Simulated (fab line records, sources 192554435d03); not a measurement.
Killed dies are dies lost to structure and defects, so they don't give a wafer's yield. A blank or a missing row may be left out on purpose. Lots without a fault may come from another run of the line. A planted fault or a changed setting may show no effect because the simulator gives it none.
Split-lot experiment | flow n5_finfet | 7 lots, 39 wafers read, on a route of 1938 steps

THE SPLIT
At N5_MOL_CONTACT_COAG_ETCH_67 (etches SOC in N2/H2, target depth 60 nm, overetch 21 nm, time 101.2 s), the setting source_w was moved away from the recipe's 840 W on 18 of the 39 wafers read, by -16.1% to +8.6%. The other wafers ran this setting at the recipe's value.

The reading is taken at the split's own step.

THE READING
rf_vpp_V, in V, at N5_MOL_CONTACT_COAG_ETCH_67 (etches SOC in N2/H2, target depth 60 nm, overetch 21 nm, time 101.2 s). Fault-free wafers of this fab line usually give 523.3 V, standard deviation 1.7 V.

wafer  | tool, chamber at the split | source_w as run, W | against the recipe | rf_vpp_V, V | against lot-mates on the recipe
L074.2 | rie_diel-05, 0             | 840                | recipe             | 522.6       | -
L074.5 | rie_diel-05, 1             | 840                | recipe             | 521.8       | -
L074.6 | rie_diel-05, 2             | 840                | recipe             | 524.5       | -
L077.1 | rie_diel-05, 1             | 704.8              | -16.1%             | 552.8       | +30.6
L077.2 | rie_diel-05, 2             | 840                | recipe             | 523.4       | -
L077.3 | rie_diel-05, 3             | 840                | recipe             | 521.6       | -
L077.4 | rie_diel-05, 0             | 704.8              | -16.1%             | 554.0       | +31.8
L077.5 | rie_diel-05, 0             | 840                | recipe             | 521.7       | -
L077.6 | rie_diel-05, 1             | 704.8              | -16.1%             | 553.7       | +31.5
L081.1 | rie_diel-05, 3             | 730.8              | -13.0%             | 546.2       | +23.7
L081.2 | rie_diel-05, 1             | 840                | recipe             | 521.9       | -
L081.3 | rie_diel-05, 0             | 730.8              | -13.0%             | 547.2       | +24.7
L081.4 | rie_diel-05, 2             | 840                | recipe             | 522.9       | -
L081.5 | rie_diel-05, 2             | 730.8              | -13.0%             | 547.1       | +24.6
L081.6 | rie_diel-05, 1             | 840                | recipe             | 522.6       | -
L083.1 | rie_diel-05, 0             | 840                | recipe             | 521.7       | -
L083.2 | rie_diel-05, 3             | 840                | recipe             | 521.7       | -
L083.3 | rie_diel-05, 2             | 885.6              | +5.4%              | 515.5       | -6.6
L083.4 | rie_diel-05, 1             | 885.6              | +5.4%              | 514.1       | -8.0
L083.5 | rie_diel-05, 2             | 885.6              | +5.4%              | 514.8       | -7.3
L083.6 | rie_diel-05, 1             | 840                | recipe             | 523.0       | -
L088.1 | rie_diel-04, 1             | 840                | recipe             | 524.7       | -
L088.2 | rie_diel-04, 3             | 840                | recipe             | 523.1       | -
L088.3 | rie_diel-04, 0             | 840                | recipe             | 521.3       | -
L088.4 | rie_diel-04, 2             | 912.1              | +8.6%              | 508.5       | -14.5
L088.5 | rie_diel-04, 0             | 912.1              | +8.6%              | 505.9       | -17.1
L088.6 | rie_diel-04, 1             | 912.1              | +8.6%              | 510.4       | -12.6
L089.1 | rie_diel-01, 3             | 840                | recipe             | 523.6       | -
L089.2 | rie_diel-01, 2             | 782.1              | -6.9%              | 539.3       | +15.2
L089.3 | rie_diel-01, 0             | 782.1              | -6.9%              | 536.7       | +12.6
L089.4 | rie_diel-01, 1             | 782.1              | -6.9%              | 535.0       | +10.9
L089.5 | rie_diel-01, 1             | 840                | recipe             | 521.6       | -
L089.6 | rie_diel-01, 2             | 840                | recipe             | 527.0       | -
L092.1 | rie_diel-01, 0             | 892.2              | +6.2%              | 512.9       | -11.7
L092.2 | rie_diel-01, 3             | 840                | recipe             | 523.7       | -
L092.3 | rie_diel-01, 2             | 840                | recipe             | 526.8       | -
L092.4 | rie_diel-01, 1             | 892.2              | +6.2%              | 513.3       | -11.3
L092.5 | rie_diel-01, 0             | 892.2              | +6.2%              | 512.5       | -12.1
L092.6 | rie_diel-01, 1             | 840                | recipe             | 523.2       | -

THE FIT
A straight line over all 39 wafers: rf_vpp_V changes by -1.82 V for each +1% of source_w; r = -0.99; the points scatter about the line by 1.5 V.
The same after taking each lot's own level away (the mean of its wafers on the recipe; 39 wafers): -1.85 V for each +1%; r = -0.99; scatter 1.5 V.
On that fit, the largest move of source_w shifts the reading by 30 V.
The lots' own levels span 522.13 to 524.57 V, that is 1.4 times the standard deviation above.
So the lot-to-lot level changes the slope little: the two slopes agree.
Check: with one of the wafers moved furthest among these (-16.1%) left out of the fit, the line predicts +30.1 V for it against its lot-mates. It came out at +30.6 V against them.
Tool readings at the split's step, against how far the setting was moved: rf_vpp_V r = -0.99.

OTHER SPLITS ON THESE WAFERS
These wafers also went through other splits before the reading. Each is held against what the fit with the lots' levels taken away leaves over:
other split on the same wafers       | wafers away from the commonest value | r with rf_vpp_V (lot level and that fit taken away)
N5_DUMMY_GATE_EXPOSE_12 dose_mj      | 18                                   | -0.04
N5_SD_EPI_N_EPI_21 epi_growth_time_s | 12                                   | +0.14
N5_SD_EPI_P_ETCH_16 target_depth_a   | 18                                   | -0.20

THE FILE'S OWN FIT
rf_vpp_V changes by -1.86 V for each +1% of source_w, r = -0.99.
